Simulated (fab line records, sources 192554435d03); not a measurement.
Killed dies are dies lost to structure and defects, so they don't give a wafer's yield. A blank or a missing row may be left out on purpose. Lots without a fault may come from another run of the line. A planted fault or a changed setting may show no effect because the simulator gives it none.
Which tool did it? | flow n5_finfet | 11 lots, 30 wafers sampled, at 7 steps of a route of 1938

WHAT THE GAUGES READ, wafer by wafer
N5_BEOL_M10_CD_MEAS_11: target cd 64.1 nm. Usual: cd_nm 63.9 nm, standard deviation 0.8.
lot  | measured     | on        | cd_nm (nm)     | flag
L648 | day 10 09:44 | cd_sem-02 | 63.2 63.8 62.5 |
L650 | day 10 21:43 | cd_sem-01 | 64.7 65.2 64.3 |
L649 | day 11 03:10 | cd_sem-01 | 64.8 64.9 65.0 |
L652 | day 11 03:19 | cd_sem-01 | 63.6 64.0 62.8 |
L651 | day 11 11:11 | cd_sem-03 | 63.8 62.4      |
L653 | day 12 10:38 | cd_sem-03 | 63.5 63.5      |
L657 | day 13 04:50 | cd_sem-02 | 64.7 64.4      |
L658 | day 13 07:19 | cd_sem-03 | 59.9 59.5 59.9 | OFF
L663 | day 13 17:57 | cd_sem-03 | 61.3 62.0 61.1 | OFF
L668 | day 16 13:52 | cd_sem-03 | 64.1 63.9 65.0 |
L669 | day 17 04:28 | cd_sem-01 | 63.0 64.2 63.4 |

N5_BEOL_M10_CD_MEAS_18: pitch 140 nm, target cd 70 nm. Usual: cd_nm 69.9 nm, standard deviation 0.94.
lot  | measured     | on        | cd_nm (nm)     | flag
L648 | day 10 10:44 | cd_sem-03 | 69.4 70.2 68.6 |
L650 | day 10 22:28 | cd_sem-03 | 71.4 72.3 71.4 |
L649 | day 11 03:43 | cd_sem-03 | 71.5 71.0 70.9 |
L652 | day 11 03:55 | cd_sem-01 | 70.2 70.5 69.0 |
L651 | day 11 11:45 | cd_sem-03 | 69.9 67.8      |
L653 | day 12 11:30 | cd_sem-01 | 69.6 69.4      |
L657 | day 13 05:24 | cd_sem-03 | 70.5 70.7      |
L658 | day 13 07:51 | cd_sem-03 | 66.2 65.8 65.7 | OFF
L663 | day 13 18:32 | cd_sem-02 | 67.4 67.8 67.5 |
L668 | day 16 14:25 | cd_sem-03 | 69.5 69.7 70.8 |
L669 | day 17 05:19 | cd_sem-02 | 69.1 70.7 69.9 |

N5_BEOL_M10_CD_MEAS_35: target cd 70 nm. Usual: cd_nm 69.9 nm, standard deviation 0.96.
lot  | measured     | on        | cd_nm (nm)     | flag
L648 | day 10 13:46 | cd_sem-02 | 69.2 70.3 68.8 |
L650 | day 10 23:59 | cd_sem-03 | 71.2 71.9 71.1 |
L649 | day 11 06:49 | cd_sem-01 | 71.7 71.7 70.3 |
L652 | day 11 06:29 | cd_sem-03 | 70.5 70.6 69.3 |
L651 | day 11 16:13 | cd_sem-03 | 69.4 68.3      |
L653 | day 12 12:37 | cd_sem-03 | 69.2 69.4      |
L657 | day 13 06:34 | cd_sem-02 | 70.9 70.2      |
L658 | day 13 09:30 | cd_sem-01 | 66.3 65.2 65.5 | OFF
L663 | day 13 20:31 | cd_sem-01 | 67.3 67.6 67.0 |
L668 | day 16 15:48 | cd_sem-03 | 69.1 69.6 70.5 |
L669 | day 17 08:12 | cd_sem-01 | 69.3 70.5 69.9 |

WHICH TOOL RAN EACH LOT (tool, then ch and the chambers of the sampled wafers, then the start)
lot  | N5_BEOL_M9_SURFACE_TREAT_79  | N5_BEOL_M9_DEP_56               | N5_BEOL_M10_HM_DEP_02        | N5_BEOL_M10_EXPOSE_08
L648 | pvd_sputter-01, day 10 04:54 | pecvd-01 ch 0,2, day 10 06:17   | pvd_sputter-01, day 10 09:22 | arfi_scanner-03 ch 0, day 10 09:37
L650 | pvd_sputter-02, day 10 18:20 | pecvd-01 ch 0,1,2, day 10 19:35 | pvd_sputter-02, day 10 21:13 | arfi_scanner-01 ch 0, day 10 21:35
L649 | pvd_sputter-03, day 10 22:58 | pecvd-01 ch 0,1,2, day 11 00:23 | pvd_sputter-03, day 11 02:40 | arfi_scanner-02 ch 0, day 11 03:03
L652 | pvd_sputter-01, day 10 23:34 | pecvd-01 ch 0,1,2, day 11 00:40 | pvd_sputter-01, day 11 02:42 | arfi_scanner-01 ch 0, day 11 03:12
L651 | pvd_sputter-01, day 11 07:47 | pecvd-02 ch 0,2, day 11 09:12   | pvd_sputter-03, day 11 10:43 | arfi_scanner-03 ch 0, day 11 11:04
L653 | pvd_sputter-01, day 12 04:46 | pecvd-01 ch 0,2, day 12 06:22   | pvd_sputter-01, day 12 10:08 | arfi_scanner-02 ch 0, day 12 10:30
L657 | pvd_sputter-03, day 13 01:11 | pecvd-04 ch 0,2, day 13 02:24   | pvd_sputter-01, day 13 04:28 | arfi_scanner-02 ch 0, day 13 04:42
L658 | pvd_sputter-01, day 13 04:55 | pecvd-04 ch 1,2, day 13 06:02   | pvd_sputter-01, day 13 06:56 | arfi_scanner-02 ch 0, day 13 07:11
L663 | pvd_sputter-02, day 13 12:47 | pecvd-01 ch 0,1,2, day 13 14:04 | pvd_sputter-01, day 13 17:27 | arfi_scanner-02 ch 0, day 13 17:50
L668 | pvd_sputter-01, day 16 09:14 | pecvd-02 ch 0,1,2, day 16 10:20 | pvd_sputter-01, day 16 13:22 | arfi_scanner-01 ch 0, day 16 13:44
L669 | pvd_sputter-02, day 17 00:10 | pecvd-04 ch 0,2, day 17 01:34   | pvd_sputter-01, day 17 03:58 | arfi_scanner-03 ch 0, day 17 04:20
- N5_BEOL_M9_SURFACE_TREAT_79
- N5_BEOL_M9_DEP_56: deposits SiCN from 3MS/NH3, target thk 15 nm, time 26.5 s.
- N5_BEOL_M10_HM_DEP_02: deposits TiN, target thk 20 nm.
- N5_BEOL_M10_EXPOSE_08: exposes mask M10.

WHAT THE TOOLS THEMSELVES READ (means of the sampled wafers that have a number; where no wafer has one, the mark that the record gives instead)
N5_BEOL_M9_SURFACE_TREAT_79. Usual: ar_flow_sccm 29.99 sccm, standard deviation 0.088.
lot  | tool           | ar_flow_sccm (sccm) | flag
L648 | pvd_sputter-01 | 29.97               |
L650 | pvd_sputter-02 | 30.00               |
L649 | pvd_sputter-03 | 29.94               |
L652 | pvd_sputter-01 | 29.98               |
L651 | pvd_sputter-01 | 29.95               |
L653 | pvd_sputter-01 | 30.04               |
L657 | pvd_sputter-03 | 29.92               |
L658 | pvd_sputter-01 | 29.96               |
L663 | pvd_sputter-02 | 29.91               |
L668 | pvd_sputter-01 | 30.02               |
L669 | pvd_sputter-02 | 29.88               |

N5_BEOL_M9_DEP_56. Usual: showerhead_plenum_p_Torr 3.658 Torr, standard deviation 0.01; throttle_valve_pct 9.1 %, standard deviation 0.71.
lot  | tool     | showerhead_plenum_p_Torr (Torr) | throttle_valve_pct (%) | flag
L648 | pecvd-01 | 3.657                           | 9.2                    |
L650 | pecvd-01 | 3.653                           | 9.7                    |
L649 | pecvd-01 | 3.654                           | 9.6                    |
L652 | pecvd-01 | 3.657                           | 9.6                    |
L651 | pecvd-02 | 3.662                           | 8.5                    |
L653 | pecvd-01 | 3.654                           | 9.6                    |
L657 | pecvd-04 | 3.660                           | 8.6                    |
L658 | pecvd-04 | 3.652                           | 9.0                    |
L663 | pecvd-01 | 3.657                           | 9.7                    |
L668 | pecvd-02 | 3.662                           | 8.9                    |
L669 | pecvd-04 | 3.658                           | 8.5                    |

N5_BEOL_M10_HM_DEP_02. Usual: chamber_pressure_pa 0.4998 Pa, standard deviation 0.0011; throttle_valve_pct 30.1 %, standard deviation 0.76.
lot  | tool           | chamber_pressure_pa (Pa) | throttle_valve_pct (%) | flag
L648 | pvd_sputter-01 | 0.4999                   | 30.2                   |
L650 | pvd_sputter-02 | 0.5001                   | 30.3                   |
L649 | pvd_sputter-03 | 0.4993                   | 29.5                   |
L652 | pvd_sputter-01 | 0.4995                   | 30.6                   |
L651 | pvd_sputter-03 | 0.5004                   | 29.3                   |
L653 | pvd_sputter-01 | 0.5004                   | 30.4                   |
L657 | pvd_sputter-01 | 0.4990                   | 30.8                   |
L658 | pvd_sputter-01 | 0.5002                   | 30.5                   |
L663 | pvd_sputter-01 | 0.4984                   | 30.5                   |
L668 | pvd_sputter-01 | 0.5005                   | 30.2                   |
L669 | pvd_sputter-01 | 0.4999                   | 30.3                   |

N5_BEOL_M10_EXPOSE_08. Usual: exposure_dose_mJ_cm2 53.70, standard deviation 0.066.
lot  | tool            | exposure_dose_mJ_cm2 | flag
L648 | arfi_scanner-03 | 53.83                |
L650 | arfi_scanner-01 | 53.71                |
L649 | arfi_scanner-02 | 53.63                |
L652 | arfi_scanner-01 | 53.67                |
L651 | arfi_scanner-03 | 53.68                |
L653 | arfi_scanner-02 | 53.68                |
L657 | arfi_scanner-02 | 53.68                |
L658 | arfi_scanner-02 | 49.80                | OFF
L663 | arfi_scanner-02 | 50.57                | OFF
L668 | arfi_scanner-01 | 53.67                |
L669 | arfi_scanner-03 | 53.78                |

THE ANSWER, worked out from the rows above alone
Rule: a lot is off if the mean of its wafers that have a number lies more than 3 standard deviations from the usual mean. A lot without any number at a reading at which 4 lots or more have one is off too. The other lots that the step has rows for count as sound. The gauges are gone through in route order, then the tools' own readings, and for those a lot's mean is taken as printed above. The first step at which some lot is off is used, and at that step the reading that is off furthest; a lot without a number counts as furthest.
Off: L658, L663, at N5_BEOL_M10_CD_MEAS_11 (cd_nm).
A tool fits if, at a process step before that reading, it ran every lot that is off, and no sound lot after the first of them. The gauges at N5_BEOL_M10_CD_MEAS_11 aren't tried: what is off there is off at N5_BEOL_M10_EXPOSE_08 too, on other tools, and a gauge's error can't cause that. One fits: arfi_scanner-02 at N5_BEOL_M10_EXPOSE_08. Its last sound lot is L657 (day 13 04:42), its first lot that is off L658 (day 13 07:11): a fault that began between those two fits.
The tool's own readings at N5_BEOL_M10_EXPOSE_08 bear it out: on the lots that are off they differ by more than 5 times the standard deviation of the sound lots' means. exposure_dose_mJ_cm2 reads 50.19 there against 53.70 on the sound lots.

WHAT THE SIMULATOR HAD PUT IN
Process parameter drift: arfi_scanner-02, from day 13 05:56 on, at N5_BEOL_M10_EXPOSE_08. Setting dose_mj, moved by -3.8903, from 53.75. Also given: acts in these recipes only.
Lots struck among those shown: L658, L663. The rule above found the same.
